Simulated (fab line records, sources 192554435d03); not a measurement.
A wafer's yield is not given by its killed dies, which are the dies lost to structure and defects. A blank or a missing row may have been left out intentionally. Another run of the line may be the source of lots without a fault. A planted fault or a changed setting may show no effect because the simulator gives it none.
Split-lot trial | flow n5-finfet | 21 wafers read from 7 lots, route of 1938 steps

== SPLIT DETAILS ==
At N5_BEOL_M2_TRENCH_ETCH_37 (etches SiOC in C4F6/O2, target depth 55.555 nm, time 29.2 s), the setting source-w was moved away from the recipe's 355 W on 8 of the 21 wafers read, by -15.1% to +16.5%. For the rest of the wafers, this setting stayed at what the recipe calls for.

== FROM THE SPLIT TO THE READING: what the file shows between them, 2 steps ==
- N5_BEOL_M2_ETCH_41: etches SiCN in CH3F/O2, target depth 29.9 nm, time 52.5 s
- N5_BEOL_M2_STRIP_97: strips in N2/H2, time 10 s

== THE READING ==
trench-depth-nm, in nm, at N5_BEOL_M2_OCD_MEAS_38. Fault-free wafers of this fab line usually give 55.2 nm, standard deviation 0.78 nm.

wafer  | tool, chamber at the split | source-w as run, W | against the recipe | trench-depth-nm, nm | against lot-mates on the recipe
L076.3 | rie-diel-06, 3             | 355                | recipe             | 54.8                | -
L076.4 | rie-diel-06, 1             | 355                | recipe             | 54.6                | -
L076.6 | rie-diel-06, 1             | 355                | recipe             | 54.6                | -
L090.1 | rie-diel-01, 2             | 301.3              | -15.1%             | 52.2                | -2.8
L090.2 | rie-diel-01, 3             | 355                | recipe             | 55.0                | -
L090.3 | rie-diel-01, 1             | 301.3              | -15.1%             | 50.5                | -4.5
L091.1 | rie-diel-01, 2             | 376.5              | +6.1%              | 57.0                | +2.5
L091.3 | rie-diel-01, 1             | 355                | recipe             | 54.5                | -
L091.6 | rie-diel-01, 3             | 376.5              | +6.1%              | 56.2                | +1.7
L092.1 | rie-diel-01, 1             | 355                | recipe             | 53.9                | -
L092.5 | rie-diel-01, 3             | 355                | recipe             | 54.7                | -
L092.6 | rie-diel-01, 2             | 355                | recipe             | 55.2                | -
L094.2 | rie-diel-01, 1             | 355                | recipe             | 53.5                | -
L094.3 | rie-diel-01, 3             | 355                | recipe             | 54.8                | -
L094.6 | rie-diel-01, 1             | 393.3              | +10.8%             | 55.9                | +1.8
L095.4 | rie-diel-02, 2             | 413.4              | +16.5%             | 58.6                | +3.9
L095.5 | rie-diel-02, 3             | 355                | recipe             | 54.7                | -
L095.6 | rie-diel-02, 0             | 413.4              | +16.5%             | 57.9                | +3.2
L096.1 | rie-diel-01, 3             | 394.8              | +11.2%             | 56.9                | +2.1
L096.3 | rie-diel-01, 1             | 355                | recipe             | 54.1                | -
L096.4 | rie-diel-01, 2             | 355                | recipe             | 55.5                | -

THE FIT
A straight line over all 21 wafers: trench-depth-nm changes by +0.214 nm for each +1% of source-w; r = +0.94; the points scatter about the line by 0.63 nm.
The same after taking each lot's own level away (the mean of its wafers on the recipe; 21 wafers): +0.225 nm for each +1%; r = +0.95; scatter 0.59 nm.
According to that fit, moving source-w by its largest amount changes the reading by 3.7 nm.
Measured against the standard deviation above, the lots' own levels, which go from 54.15 to 55.00 nm, span 1.1 times it.
The two slopes are in agreement: the lot-to-lot level therefore moves the slope only a little.
Check: with one of the wafers moved furthest among these (+16.5%) left out of the fit, the line predicts +3.62 nm for it against its lot-mates. It came out at +3.9 nm against them.
Tool readings at the split's step, against how far the setting was moved: rf-vpp-V r = -0.99.

== THE OTHER SPLITS THESE WAFERS WENT THROUGH ==
Note: prior to the reading, these wafers also went through further splits. Each is held against what the fit with the lots' levels taken away leaves over:
other split on the same wafers        | wafers away from the commonest value | r with trench-depth-nm (lot level and that fit taken away)
N5_MOL_CONTACT_COAG_ETCH_47 source-w  | 8                                    | +0.04
N5_BEOL_M0_SAQP_SPACER1_ALD_98 temp-c | 8                                    | +0.21
N5_BEOL_M0_SAQP_ETCH_107 bias-w       | 7                                    | -0.03
N5_BEOL_M0_ETCH_128 source-w          | 6                                    | +0.32
N5_BEOL_M0_ETCH_109 bias-w            | 8                                    | +0.08
N5_BEOL_M1_COAT_67 spin-rpm           | 6                                    | +0.37
N5_BEOL_M1_COAT_22 spin-rpm           | 7                                    | +0.14
N5_BEOL_M2_COAT_22 spin-rpm           | 7                                    | +0.20

== THE WHOLE CHAIN: every reading that the file lists as answering this split, in the file's order ==
step                      | what it does                                                | reading                                                                   | change (the file's fit)               | r (the file's)
N5_BEOL_M2_TRENCH_ETCH_37 | etches SiOC in C4F6/O2, target depth 55.555 nm, time 29.2 s | rf-vpp-V                                                                  | -3.27 V for each +1% of the setting   | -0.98
N5_BEOL_M2_TRENCH_ETCH_37 | etches SiOC in C4F6/O2, target depth 55.555 nm, time 29.2 s | etch.depth-nm (the simulator's own value, which no gauge read)            | +0.224 nm for each +1% of the setting | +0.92
N5_BEOL_M2_TRENCH_ETCH_37 | etches SiOC in C4F6/O2, target depth 55.555 nm, time 29.2 s | BEOL_M2.feature-depth-nm (the simulator's own value, which no gauge read) | +0.219 nm for each +1% of the setting | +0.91
N5_BEOL_M2_OCD_MEAS_38    |                                                             | trench-depth-nm                                                           | +0.216 nm for each +1% of the setting | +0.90

== FILE'S OWN FIT ==
trench-depth-nm changes by +0.216 nm for each +1% of source-w, r = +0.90.
